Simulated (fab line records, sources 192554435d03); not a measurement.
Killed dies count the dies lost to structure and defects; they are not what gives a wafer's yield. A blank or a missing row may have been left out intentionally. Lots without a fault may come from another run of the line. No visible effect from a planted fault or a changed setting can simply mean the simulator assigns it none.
Matching of chambers + flow n5_finfet + cvd_co-01 running N5_BEOL_M5_PRE_CLEAN_77: 3 sister chambers
The step time 15 s. 6 wafers are shown with their chamber, then 7 later ones without.

== WAFERS WITH THEIR CHAMBER ==
| wafer  | chamber | heater_power_w (W) |
|--------|---------|--------------------|
| L113.6 | 2       | 102                |
| L115.2 | 2       | 100                |
| L115.3 | 1       | 68                 |
| L117.3 | 1       | 67                 |
| L120.3 | 0       | 104                |
| L120.5 | 0       | 103                |

== WAFERS MISSING THEIR CHAMBER ==
| wafer  | heater_power_w (W) |
|--------|--------------------|
| L120.6 | 70                 |
| L125.2 | 101                |
| L125.3 | 71                 |
| L125.5 | 104                |
| L126.4 | 100                |
| L126.5 | 100                |
| L126.6 | 66                 |

== WHICH CHAMBER EACH ONE RAN IN ==
| wafer  | from the rows above | in truth                   |
|--------|---------------------|----------------------------|
| L120.6 | 1                   | 1                          |
| L125.2 | 2                   | 2                          |
| L125.3 | 1                   | 1                          |
| L125.5 | 0                   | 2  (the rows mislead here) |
| L126.4 | 2                   | 2                          |
| L126.5 | 2                   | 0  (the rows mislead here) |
| L126.6 | 1                   | 1                          |
Placed correctly: 5 of 7. Left unplaced by these rows: 0. Number placed wrongly: 2.
How it was worked out, from the rows above alone: a wafer's distance from a chamber is the root of the sum, over the readings, of the square of ((its reading less the chamber's mean) divided by the reading's scatter). If the next closest chamber is less than 2 further off than the closest, the wafer can't be placed; otherwise it belongs to the closest. For every chamber, the mean is computed from those of its wafers that are shown. The scatter: take each reading less its chamber's mean, square it, sum over the shown wafers, divide by the number of wafers less the number of chambers, and take the root.
